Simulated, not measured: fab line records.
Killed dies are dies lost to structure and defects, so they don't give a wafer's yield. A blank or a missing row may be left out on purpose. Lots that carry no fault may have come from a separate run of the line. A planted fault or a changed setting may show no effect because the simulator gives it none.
Problem report in the 8D (eight disciplines) form, filled by code	flow n5Finfet	the parts of the form that need people (team, actions taken, sign-off) are left out

## 1. THE PROBLEM
Wafers free of any fault read 1038 ohm/sq (standard deviation 7.4) for RS_NWELL at N5_BEOL_M4_RC_MEAS_101, against a mean of 978 ohm/sq on 6 wafers of 2 lots. That puts it -8.2 standard deviations away from the usual mean.
Earliest sighting: wafer L114.2 on prober-01 at day 11 04:33. At this step, 30 wafers from 10 lots have a number in the record. Rule for "out" (also "out of limits"): further than 4 standard deviations from the usual mean. Any other wafer with a number is counted as sound.

## 2. WHAT IT IS; WHAT IT IS NOT
question	is	is not
which readings at this step	RS_NWELL	DIBL_N, DIBL_P, IOFF_N, IOFF_P, SS_N, SS_P, VT_N
which lots	L114, L116	L101, L102, L105, L106, L108, L109, L122, L124
which wafers of those lots	all that have a number	-
read on which gauges	prober-01, prober-02	-
when	from day 11 04:33	up to then (18 sound wafers); but 6 sound wafers of L122, L124 came after

## 3. SUSPECTS, AND WHAT RULES EACH OUT
Counting: a tool at a process step up to the reading stays a suspect if it ran every lot that is out and no sound lot after the first of them.
- the gauge at N5_BEOL_M4_RC_MEAS_101 is ruled out. 2 gauges (prober-01, prober-02) read the wafers that are out.
- implanter-02 at N5_WELL_APT_IMPLANT_14: kept. It ran every lot that is out, first L114 (day 4 20:43), and no sound lot after that; its last sound lot up to then is L109 (day 3 13:55). Its own doseIonsCm2, faradayCurrentUA readings are out on those wafers.
- epiRpcvd-04 at N5_WELL_APT_EPI_41 (deposits Si from SiH4/H2, target thk 50 nm, time 297.7 s): ruled out as a lasting fault. Following L114 (day 4 22:53), the first lot on it that is out, the sound lots L124 were run on it.
Remaining after the count: implanter-02 at N5_WELL_APT_IMPLANT_14.

## 4. THE CAUSE (what the simulator had put in)
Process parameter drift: implanter-02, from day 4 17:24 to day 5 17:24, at N5_WELL_APT_IMPLANT_14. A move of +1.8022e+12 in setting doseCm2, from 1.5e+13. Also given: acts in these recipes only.
Only this tool survived the counting.

## 5. THE EFFECT CHAIN, in route order
Each row: a reading where the mean over the struck wafers with a number is more than 3 standard deviations away from the usual. Only readings for which the record gives a usual standard deviation are gone through. hours: the time from each lot's start at the first step in this table that gives one to its start at this step, as a median over the lots. sigmas: the change in usual standard deviations.
hours	step	reading	usual	on struck wafers	change	sigmas
0	N5_WELL_APT_IMPLANT_14	doseIonsCm2	1.5001e+13	1.6804e+13	+1.8028e+12	+95
0	N5_WELL_APT_IMPLANT_14	faradayCurrentUA	190	214	+24	+6.8
152	N5_BEOL_M4_RC_MEAS_101	RS_NWELL	1038 ohm/sq	978	-60	-8.2
Here are the process steps it includes:
- N5_WELL_APT_IMPLANT_14

## 6. HOW IT WOULD HAVE BEEN CAUGHT EARLIER
Counted from the fault's start at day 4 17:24, it took 155 hours until the first out-of-limits reading at a measuring or inspecting step in this record, taken at day 11 04:33.
The tool's own readings at N5_WELL_APT_IMPLANT_14 were out on every struck wafer that the step has a row for (doseIonsCm2, faradayCurrentUA): an alarm limit on them would have fired on the first of those.
The start of N5_WELL_APT_IMPLANT_14 on implanter-02 came by day 11 04:33 for every one of the lots that are out (2). Tool hold at that time: it would have spared none of them.
